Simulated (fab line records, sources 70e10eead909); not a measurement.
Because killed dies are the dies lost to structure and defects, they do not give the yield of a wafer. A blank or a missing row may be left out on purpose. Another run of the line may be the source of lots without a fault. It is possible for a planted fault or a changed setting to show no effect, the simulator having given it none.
Which tool was responsible?    flow nand_harc    69 wafers from 23 lots sampled at 6 of the route's 1302 steps

WHAT THE GAUGES SHOWED, per wafer
No reading from a measuring or inspecting step in the record can be judged against a usual standard deviation.

EACH LOT AND THE TOOL THAT RAN IT (in order: tool; ch and the chambers of the sampled wafers; start)
lot   NHARC_A_STAIRCASE_STRIP_238           NHARC_A_STAIRCASE_ETCH_271          NHARC_A_STAIRCASE_DEP_280        NHARC_A_STAIRCASE_HM_OPEN_460                  NHARC_A_STAIRCASE_ETCH_452                     NHARC_A_STAIRCASE_STRIP_316
L074  plasma_asher-02 ch 0,1, day 16 10:54  rie_diel-06 ch 1,2,3, day 16 16:06  pecvd-04 ch 0,1,2, day 16 20:58  rie_diel-09 ch 1,2,3, no start                 rie_diel-09 ch 0,1,3, no start                 rie_diel-06 ch 0,2,3, no start
L076  plasma_asher-02 ch 1, day 16 16:38    rie_diel-06 ch 0,2, day 16 23:19    pecvd-03 ch 0,1,2, day 17 08:04  rie_diel-01 ch 0,1,2, no start                 rie_diel-01 ch 2,3, no start                   rie_diel-09 ch 0,1,3, no start
L075  plasma_asher-01 ch 0,1, day 16 16:55  rie_diel-09 ch 1,2,3, day 16 23:48  pecvd-03 ch 1,2, day 17 09:59    rie_diel-06 ch 0,1, no start                   rie_diel-06 ch 0,1,3, no start                 rie_diel-09 ch 0,2, no start
L078  plasma_asher-01 ch 0,1, day 17 18:07  rie_diel-06 ch 0,1,3, day 17 23:32  pecvd-03 ch 1,2, day 18 04:20    rie_diel-06 ch 0,1,3, no start                 rie_diel-06 ch 0,1,2, no start                 rie_diel-01 ch 0,2,3, no start
L080  plasma_asher-01 ch 0,1, day 18 02:59  rie_diel-09 ch 1,2, day 18 08:19    pecvd-02 ch 1,2, day 18 13:23    rie_diel-09 ch 1,2,3, no start                 rie_diel-09 ch 2,3, no start                   rie_diel-09 ch 0,1,3, no start
L079  plasma_asher-01 ch 0,1, day 18 03:29  rie_diel-06 ch 0,1,3, day 18 10:16  pecvd-04 ch 0,1,2, day 18 15:34  rie_diel-01 ch 1,2,3, no start                 rie_diel-01 ch 0,2,3, no start                 rie_diel-06 ch 0,2,3, no start
L082  plasma_asher-01 ch 0,1, day 19 04:39  rie_diel-09 ch 2,3, day 19 10:07    pecvd-03 ch 0,1, day 19 14:53    rie_diel-06 ch 0,3, no start                   rie_diel-06 ch 0,1,3, no start                 rie_diel-09 ch 0,1,2, no start
L081  plasma_asher-02 ch 0,1, day 19 07:41  rie_diel-01 ch 0,1,2, day 19 13:47  pecvd-03 ch 0,1,2, day 19 19:40  rie_diel-06 ch 0,1,3, no start                 rie_diel-06 ch 0,1,3, no start                 rie_diel-01 ch 1,2,3, no start
L083  plasma_asher-01 ch 0,1, day 19 14:07  rie_diel-01 ch 1,2,3, day 19 20:16  pecvd-02 ch 0,1,2, day 20 04:20  rie_diel-09 ch 1,3, no start                   rie_diel-09 ch 1,2, no start                   rie_diel-06 ch 1,2, no start
L084  plasma_asher-02 ch 0,1, day 20 09:07  rie_diel-06 ch 1,2, day 20 19:04    pecvd-04 ch 0,1,2, day 21 00:02  rie_diel-06 ch 1,2,3, no start                 rie_diel-06 ch 0,1,2, no start                 rie_diel-01 ch 0,1,3, no start
L085  plasma_asher-02 ch 0,1, day 20 09:32  rie_diel-01 ch 1,2,3, day 20 16:55  pecvd-03 ch 0,1,2, day 20 21:46  rie_diel-06 ch 0,2,3, no start                 rie_diel-06 ch 0,2,3, no start                 rie_diel-09 ch 0,2,3, no start
L086  plasma_asher-01 ch 0,1, day 20 22:25  rie_diel-06 ch 0,1,3, day 21 03:29  pecvd-04 ch 0,1, day 21 14:31    rie_diel-06 ch 0,2, no start                   rie_diel-06 ch 0,1, no start                   rie_diel-06 ch 1,2,3, no start
L087  plasma_asher-01 ch 0,1, day 21 17:05  rie_diel-06 ch 0,3, day 22 00:31    pecvd-02 ch 0,1,2, day 22 05:46  rie_diel-06 ch 0,1, no start                   rie_diel-06 ch 0,1,3, no start                 rie_diel-09 ch 0,1,2, no start
L088  plasma_asher-01 ch 0,1, day 22 06:35  rie_diel-01 ch 0,1, day 22 12:06    pecvd-04 ch 0,2, day 22 17:48    rie_diel-06 ch 0,1,3, no start                 rie_diel-06 ch 0,1,3, no start                 rie_diel-06 ch 1,2,3, no start
L089  plasma_asher-02 ch 0,1, day 22 06:47  rie_diel-09 ch 1,2, day 22 12:19    pecvd-03 ch 0,1,2, day 22 17:55  rie_diel-01 ch 0,1,3, no start                 rie_diel-01 ch 0,1,2, no start                 rie_diel-06 ch 0,1,3, no start
L090  plasma_asher-02 ch 0,1, day 22 19:46  rie_diel-09 ch 0,2,3, day 23 02:29  pecvd-02 ch 0,1,2, day 23 09:55  rie_diel-06 ch 2,3, no start                   rie_diel-06 ch 1,2,3, no start                 rie_diel-09 ch 1,2, no start
L092  plasma_asher-02 ch 0,1, day 23 12:17  rie_diel-09 ch 0,1,3, day 23 18:08  pecvd-02 ch 0,1, day 23 23:14    rie_diel-06 ch 1,2,3, day 24 10:49 or earlier  rie_diel-06 ch 0,1,2, day 24 10:49 or earlier  rie_diel-06 ch 0,2,3, day 24 10:49
L091  plasma_asher-01 ch 0,1, day 23 12:41  rie_diel-06 ch 1,2, day 23 20:02    pecvd-04 ch 0,1,2, day 24 01:52  rie_diel-09 ch 1,2,3, no start                 rie_diel-09 ch 1,2,3, no start                 rie_diel-09 ch 0,3, no start
L093  plasma_asher-02 ch 0,1, day 23 17:06  rie_diel-09 ch 1,2, day 23 22:30    pecvd-04 ch 0,1,2, day 24 07:46  rie_diel-01 ch 1,2, day 24 09:39 or earlier    rie_diel-06 ch 1,2,3, day 24 09:39             rie_diel-09 ch 1,2,3, no start
L094  plasma_asher-02 ch 0,1, day 24 15:47  rie_diel-09 ch 0,1,2, day 24 22:10  pecvd-03 ch 0,1, day 25 03:05    rie_diel-06 ch 1,3, no start                   rie_diel-06 ch 2,3, no start                   rie_diel-01 ch 0,1,3, no start
L095  plasma_asher-02 ch 0,1, day 25 00:16  rie_diel-06 ch 0,1, day 25 05:59    pecvd-04 ch 0,1,2, day 25 10:52  rie_diel-06 ch 1,2,3, no start                 rie_diel-06 ch 0,2, no start                   rie_diel-06 ch 0,3, no start
L097  plasma_asher-01 ch 0,1, day 25 22:00  rie_diel-01 ch 1,2,3, day 26 03:50  pecvd-03 ch 0,2, day 26 11:43    rie_diel-01 ch 0,2,3, no start                 rie_diel-01 ch 0,1,2, no start                 rie_diel-06 ch 0,1, no start
L096  plasma_asher-01 ch 0,1, day 26 02:11  rie_diel-09 ch 0,1,2, day 26 11:31  pecvd-03 ch 0,1,2, day 26 20:49  rie_diel-09 ch 0,1,2, no start                 rie_diel-09 ch 0,1,3, no start                 rie_diel-01 ch 0,1,2, no start
- NHARC_A_STAIRCASE_STRIP_238: strips in O2.
- NHARC_A_STAIRCASE_ETCH_271: etches the open film in CF4/CHF3.
- NHARC_A_STAIRCASE_DEP_280: deposits SiON, target thk 30 nm.
- NHARC_A_STAIRCASE_HM_OPEN_460: chemistry O2/COS.
- NHARC_A_STAIRCASE_ETCH_452: etches the open film in CF4/O2, target depth 30 nm, overetch 3 nm, time 16.5 s.
- NHARC_A_STAIRCASE_STRIP_316: strips in O2.

AS READ BY THE TOOLS THEMSELVES (means over the sampled wafers that have a number; for cases with no such wafer, the mark the record gives instead)
NHARC_A_STAIRCASE_STRIP_238. Usual: drypump_motor_current_A 5.9 A, standard deviation 0.58; heater_power_w 343 W, standard deviation 48.
lot   tool             drypump_motor_current_A (A)  heater_power_w (W)  flag
L074  plasma_asher-02  6.1                          372                 
L076  plasma_asher-02  5.9                          285                 
L075  plasma_asher-01  5.4                          334                 
L078  plasma_asher-01  5.4                          335                 
L080  plasma_asher-01  6.0                          335                 
L079  plasma_asher-01  6.0                          341                 
L082  plasma_asher-01  6.0                          354                 
L081  plasma_asher-02  6.0                          323                 
L083  plasma_asher-01  5.4                          328                 
L084  plasma_asher-02  6.0                          331                 
L085  plasma_asher-02  6.1                          373                 
L086  plasma_asher-01  6.0                          342                 
L087  plasma_asher-01  5.4                          334                 
L088  plasma_asher-01  5.4                          330                 
L089  plasma_asher-02  6.0                          328                 
L090  plasma_asher-02  6.0                          328                 
L092  plasma_asher-02  6.0                          327                 
L091  plasma_asher-01  6.0                          341                 
L093  plasma_asher-02  6.0                          331                 
L094  plasma_asher-02  6.0                          325                 
L095  plasma_asher-02  6.1                          372                 
L097  plasma_asher-01  6.0                          339                 
L096  plasma_asher-01  6.0                          341                 

NHARC_A_STAIRCASE_ETCH_271. Usual: drypump_motor_current_A 5.7 A, standard deviation 0.52; oes_product_au 0.955 a.u., standard deviation 0.022; rf_vpp_V 370.3 V, standard deviation 2.6; showerhead_plenum_p_Torr 1.56 Torr, standard deviation 0.076; throttle_valve_pct 16.803 %, standard deviation 0.0099.
lot   tool         drypump_motor_current_A (A)  oes_product_au (a.u.)  rf_vpp_V (V)  showerhead_plenum_p_Torr (Torr)  throttle_valve_pct (%)  flag
L074  rie_diel-06  6.0                          0.974                  369.5         1.55                             16.799                  
L076  rie_diel-06  5.6                          0.974                  369.8         1.55                             16.810                  
L075  rie_diel-09  5.8                          0.942                  372.0         1.62                             16.800                  
L078  rie_diel-06  5.7                          0.971                  369.0         1.50                             16.802                  
L080  rie_diel-09  5.2                          0.965                  372.0         1.62                             16.805                  
L079  rie_diel-06  5.7                          0.967                  367.9         1.50                             16.806                  
L082  rie_diel-09  6.3                          0.925                  372.8         1.65                             16.809                  
L081  rie_diel-01  5.5                          0.929                  371.3         1.60                             16.812                  
L083  rie_diel-01  5.7                          0.976                  370.8         1.58                             16.805                  
L084  rie_diel-06  6.3                          0.927                  368.9         1.55                             16.806                  
L085  rie_diel-01  5.6                          0.931                  371.3         1.58                             16.799                  
L086  rie_diel-06  5.7                          0.973                  367.7         1.49                             16.801                  
L087  rie_diel-06  5.4                          0.936                  367.7         1.48                             16.810                  
L088  rie_diel-01  5.4                          0.961                  369.8         1.56                             16.799                  
L089  rie_diel-09  5.6                          0.948                  373.6         1.65                             16.801                  
L090  rie_diel-09  6.2                          0.942                  371.6         1.58                             16.801                  
L092  rie_diel-09  5.7                          0.970                  369.8         1.54                             16.798                  
L091  rie_diel-06  6.2                          0.930                  371.4         1.60                             16.807                  
L093  rie_diel-09  5.7                          0.977                  373.1         1.65                             16.805                  
L094  rie_diel-09  5.6                          0.970                  370.6         1.58                             16.804                  
L095  rie_diel-06  5.9                          0.958                  367.8         1.49                             16.817                  
L097  rie_diel-01  5.7                          0.976                  370.1         1.57                             16.802                  
L096  rie_diel-09  5.6                          0.915                  370.3         1.57                             16.800                  

NHARC_A_STAIRCASE_DEP_280. Usual: heater_power_w at 783 W, with a standard deviation of 100.
lot   tool      heater_power_w (W)  flag
L074  pecvd-04  821                 
L076  pecvd-03  849                 
L075  pecvd-03  853                 
L078  pecvd-03  758                 
L080  pecvd-02  637                 
L079  pecvd-04  789                 
L082  pecvd-03  720                 
L081  pecvd-03  762                 
L083  pecvd-02  708                 
L084  pecvd-04  801                 
L085  pecvd-03  862                 
L086  pecvd-04  767                 
L087  pecvd-02  706                 
L088  pecvd-04  943                 
L089  pecvd-03  828                 
L090  pecvd-02  684                 
L092  pecvd-02  691                 
L091  pecvd-04  824                 
L093  pecvd-04  749                 
L094  pecvd-03  799                 
L095  pecvd-04  799                 
L097  pecvd-03  853                 
L096  pecvd-03  839                 

NHARC_A_STAIRCASE_HM_OPEN_460. Usual: drypump_motor_current_A 5.8 A, standard deviation 0.47; oes_product_au 1.001 a.u., standard deviation 0.0067; rf_vpp_V 466 V, standard deviation 3.3; showerhead_plenum_p_Torr 3.08 Torr, standard deviation 0.15; throttle_valve_pct 28.330 %, standard deviation 0.0086.
lot   tool         drypump_motor_current_A (A)  oes_product_au (a.u.)  rf_vpp_V (V)  showerhead_plenum_p_Torr (Torr)  throttle_valve_pct (%)  flag
L074  rie_diel-09  5.8                          1.001                  469           3.22                             28.330                  
L076  rie_diel-01  5.5                          1.003                  469           3.18                             28.338                  
L075  rie_diel-06  5.9                          0.999                  463           2.98                             28.327                  
L078  rie_diel-06  5.7                          0.999                  464           2.97                             28.329                  
L080  rie_diel-09  5.8                          0.996                  469           3.21                             28.334                  
L079  rie_diel-01  5.7                          1.006                  467           3.14                             28.336                  
L082  rie_diel-06  5.5                          1.002                  463           2.95                             28.322                  
L081  rie_diel-06  5.7                          1.007                  464           2.96                             28.329                  
L083  rie_diel-09  5.3                          0.996                  467           3.14                             28.333                  
L084  rie_diel-06  6.0                          1.006                  466           3.07                             28.338                  
L085  rie_diel-06  5.7                          0.991                  465           3.06                             28.332                  
L086  rie_diel-06  5.5                          1.003                  466           3.06                             28.327                  
L087  rie_diel-06  5.6                          1.001                  463           2.95                             28.322                  
L088  rie_diel-06  5.7                          1.003                  464           2.95                             28.324                  
L089  rie_diel-01  5.6                          1.002                  465           3.03                             28.329                  
L090  rie_diel-06  6.0                          0.997                  469           3.16                             28.328                  
L092  rie_diel-06  6.0                          0.999                  466           3.06                             28.324                  
L091  rie_diel-09  5.8                          1.013                  469           3.20                             28.337                  
L093  rie_diel-01  5.6                          1.000                  470           3.25                             28.330                  
L094  rie_diel-06  6.1                          1.001                  463           2.95                             28.329                  
L095  rie_diel-06  6.1                          1.004                  467           3.05                             28.324                  
L097  rie_diel-01  5.7                          0.998                  466           3.09                             28.323                  
L096  rie_diel-09  5.6                          1.001                  467           3.12                             28.318                  

NHARC_A_STAIRCASE_ETCH_452. Usual: drypump_motor_current_A 5.8 A, standard deviation 0.5; oes_product_au 1.002 a.u., standard deviation 0.0065; rf_vpp_V 197.4 V, standard deviation 1.5; showerhead_plenum_p_Torr 1.31 Torr, standard deviation 0.066; throttle_valve_pct 13.397 %, standard deviation 0.0089.
lot   tool         drypump_motor_current_A (A)  oes_product_au (a.u.)  rf_vpp_V (V)  showerhead_plenum_p_Torr (Torr)  throttle_valve_pct (%)  flag
L074  rie_diel-09  5.7                          1.001                  197.5         1.32                             13.405                  
L076  rie_diel-01  5.8                          1.002                  198.0         1.32                             13.392                  
L075  rie_diel-06  5.7                          0.996                  196.6         1.27                             13.387                  
L078  rie_diel-06  5.9                          0.997                  196.7         1.32                             13.405                  
L080  rie_diel-09  6.3                          0.995                  198.9         1.37                             13.402                  
L079  rie_diel-01  5.7                          1.003                  198.0         1.33                             13.403                  
L082  rie_diel-06  5.7                          0.998                  196.7         1.26                             13.403                  
L081  rie_diel-06  5.7                          1.002                  196.7         1.26                             13.398                  
L083  rie_diel-09  5.6                          1.008                  199.8         1.41                             13.400                  
L084  rie_diel-06  5.9                          1.001                  197.3         1.31                             13.392                  
L085  rie_diel-06  5.7                          1.003                  197.2         1.31                             13.394                  
L086  rie_diel-06  5.9                          1.002                  196.3         1.27                             13.400                  
L087  rie_diel-06  5.7                          1.013                  196.8         1.26                             13.396                  
L088  rie_diel-06  5.7                          1.002                  196.5         1.26                             13.394                  
L089  rie_diel-01  5.6                          1.005                  198.1         1.35                             13.398                  
L090  rie_diel-06  6.1                          1.004                  197.0         1.31                             13.398                  
L092  rie_diel-06  5.9                          1.006                  198.1         1.31                             13.399                  
L091  rie_diel-09  5.8                          1.011                  198.3         1.37                             13.395                  
L093  rie_diel-06  6.0                          1.001                  197.1         1.31                             13.396                  
L094  rie_diel-06  5.8                          1.005                  196.5         1.30                             13.403                  
L095  rie_diel-06  5.8                          0.997                  198.0         1.35                             13.402                  
L097  rie_diel-01  5.5                          0.996                  198.1         1.35                             13.399                  
L096  rie_diel-09  5.7                          1.011                  197.2         1.30                             13.396                  

NHARC_A_STAIRCASE_STRIP_316. Usual: drypump_motor_current_A 5.8 A, standard deviation 0.52; oes_product_au 1.001 a.u., standard deviation 0.007; rf_vpp_V 57.6 V, standard deviation 0.91; showerhead_plenum_p_Torr 3.49 Torr, standard deviation 0.17; throttle_valve_pct 17.037 %, standard deviation 0.0084.
lot   tool         drypump_motor_current_A (A)  oes_product_au (a.u.)  rf_vpp_V (V)  showerhead_plenum_p_Torr (Torr)  throttle_valve_pct (%)  flag
L074  rie_diel-06  5.7                          1.004                  57.7          3.47                             17.043                  
L076  rie_diel-09  5.7                          0.999                  57.5          3.48                             17.043                  
L075  rie_diel-09  6.1                          1.001                  57.0          3.48                             17.039                  
L078  rie_diel-01  5.7                          1.002                  58.2          3.53                             17.030                  
L080  rie_diel-09  5.7                          0.995                  57.5          3.47                             17.037                  
L079  rie_diel-06  5.7                          1.003                  57.7          3.47                             17.044                  
L082  rie_diel-09  5.6                          1.003                  57.6          3.55                             17.040                  
L081  rie_diel-01  5.7                          1.004                  57.4          3.54                             17.043                  
L083  rie_diel-06  6.3                          1.004                  57.0          3.48                             17.040                  
L084  rie_diel-01  5.6                          1.005                  57.3          3.44                             17.046                  
L085  rie_diel-09  6.3                          0.999                  58.2          3.54                             17.037                  
L086  rie_diel-06  6.1                          1.006                  58.0          3.46                             17.032                  
L087  rie_diel-09  5.6                          1.000                  57.6          3.55                             17.043                  
L088  rie_diel-06  6.1                          1.007                  57.1          3.46                             17.040                  
L089  rie_diel-06  5.8                          1.003                  57.1          3.33                             17.049                  
L090  rie_diel-09  5.6                          0.999                  58.2          3.69                             17.041                  
L092  rie_diel-06  5.7                          1.000                  58.1          3.44                             17.033                  
L091  rie_diel-09  6.3                          1.003                  57.8          3.45                             17.037                  
L093  rie_diel-09  5.8                          1.001                  57.7          3.61                             17.022                  
L094  rie_diel-01  5.6                          1.003                  58.1          3.42                             17.044                  
L095  rie_diel-06  5.5                          1.001                  57.5          3.31                             17.038                  
L097  rie_diel-06  5.6                          0.995                  57.0          3.32                             17.029                  
L096  rie_diel-01  5.5                          1.001                  57.6          3.55                             17.025                  

THE ANSWER, worked out from the rows above alone
Rule: a lot counts as off when the mean over its wafers that have a number is more than 3 standard deviations away from the usual mean. Also off: a lot with no number at a reading for which 4 or more lots have one. All remaining lots with rows at the step are treated as sound. Order of review: gauges by route order, followed by the tools' own readings, for which a lot's mean as printed above is used. At the first step where some lot is off, the reading lying furthest off is the one used; lots without a number count as furthest.
No lot is off on any of the readings shown, so nothing can be concluded from this.

WHAT THE SIMULATOR PUT IN
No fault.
